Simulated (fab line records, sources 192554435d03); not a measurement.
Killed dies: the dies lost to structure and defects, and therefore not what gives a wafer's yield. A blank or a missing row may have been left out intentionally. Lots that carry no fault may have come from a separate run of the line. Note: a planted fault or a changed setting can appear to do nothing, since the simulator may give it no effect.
Problem report, 8D (eight disciplines) form, completed by code	flow n5Finfet	the parts of the form that need people (team, actions taken, sign-off) are left out

## 1. PROBLEM STATEMENT
Wafers with no fault read 92.9 nm with a standard deviation of 0.54, whereas cdNm at N5_HKMG_FIN_CD_MEAS_12 reads a mean of 88.5 nm on 1 wafer of 1 lot. Measured from the usual mean, that is -8.1 standard deviations.
The step: target cd 92.8 nm.
Seen first at day 8 03:52 on cdSem-03, wafer L331.4. The record holds 27 wafers of 9 lots with a number at this step. By rule, "out" or "out of limits" means more than 4 standard deviations away from the usual mean. All remaining wafers that have a number are taken as sound.

## 2. WHAT IT IS AND WHAT IT IS NOT
question	is	is not
which readings at this step	cdNm	-
which lots	L331	L315, L316, L317, L320, L325, L326, L332, L334
which wafers of those lots	L331.4	L331.3, L331.5
read on which gauges	cdSem-03	cdSem-01, cdSem-02
when	from day 8 03:52	up to then (20 sound wafers); but 6 sound wafers of L332, L334 came after

## 3. THE SUSPECTS, EACH WITH WHAT RULES IT OUT
Counting: a tool at a process step up to the reading stays a suspect if it ran every lot that is out. Sound lots after the first of them don't rule it out here, since some wafers of a struck lot are sound.
- the gauge at N5_HKMG_FIN_CD_MEAS_12: kept. All the wafers that are out were read on cdSem-03, and no step on other tools shows them out.
- rieDiel-02 at N5_HKMG_FIN_ETCH_54 (etches SiARC in CF4, target depth 45.5 nm, time 75.8 s): kept. It ran the lot that is out, L331 (day 8 00:06); its last sound lot up to then is L315 (day 4 04:12).
- lithoTrack-02 at N5_HKMG_FIN_PEB_10 (peb time 60 s): kept. It ran the lot that is out, L331 (day 8 03:47); its last sound lot up to then is L325 (day 6 21:55).
- In rieDiel-02 at N5_HKMG_FIN_ETCH_54, the wafers that are out were processed in chamber 1 and their sound lot-mates in chambers 0, 3.
rieDiel-02 at N5_HKMG_FIN_ETCH_54, lithoTrack-02 at N5_HKMG_FIN_PEB_10 and cdSem-03 at N5_HKMG_FIN_CD_MEAS_12 are what is left after counting.

## 4. THE CAUSE (what the simulator had put in)
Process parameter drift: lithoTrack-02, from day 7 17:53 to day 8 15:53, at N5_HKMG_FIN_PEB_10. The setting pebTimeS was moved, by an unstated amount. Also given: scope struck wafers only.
After counting, 3 suspects remain, this tool included.

## 5. THE EFFECT CHAIN, in route order
One row per reading whose mean, taken over the struck wafers that have a number, lies over 3 standard deviations from the usual. Scope: only readings with a usual standard deviation given in the record; hours: median across lots of the time from each lot's start at the first step in this table that gives one to its start at this step; sigmas: change in usual standard deviations.
hours	step	reading	usual	on struck wafers	change	sigmas
0	N5_HKMG_FIN_CD_MEAS_12	cdNm	92.9 nm	88.5	-4.4	-8.1
At these later measuring or inspecting steps, every struck wafer for which the step has a row has a number for every such reading, and none has moved that far: N5_BEOL_M4_RC_MEAS_101.

## 6. WHAT WOULD HAVE CAUGHT IT SOONER
The first out-of-limits reading at a measuring or inspecting step in this record came at day 8 03:52, 10 hours after the fault's start at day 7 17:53.
The start of N5_HKMG_FIN_PEB_10 on lithoTrack-02 came by day 8 03:52 for every one of the lots that are out (1). None of them would have been spared by holding the tool at that moment.
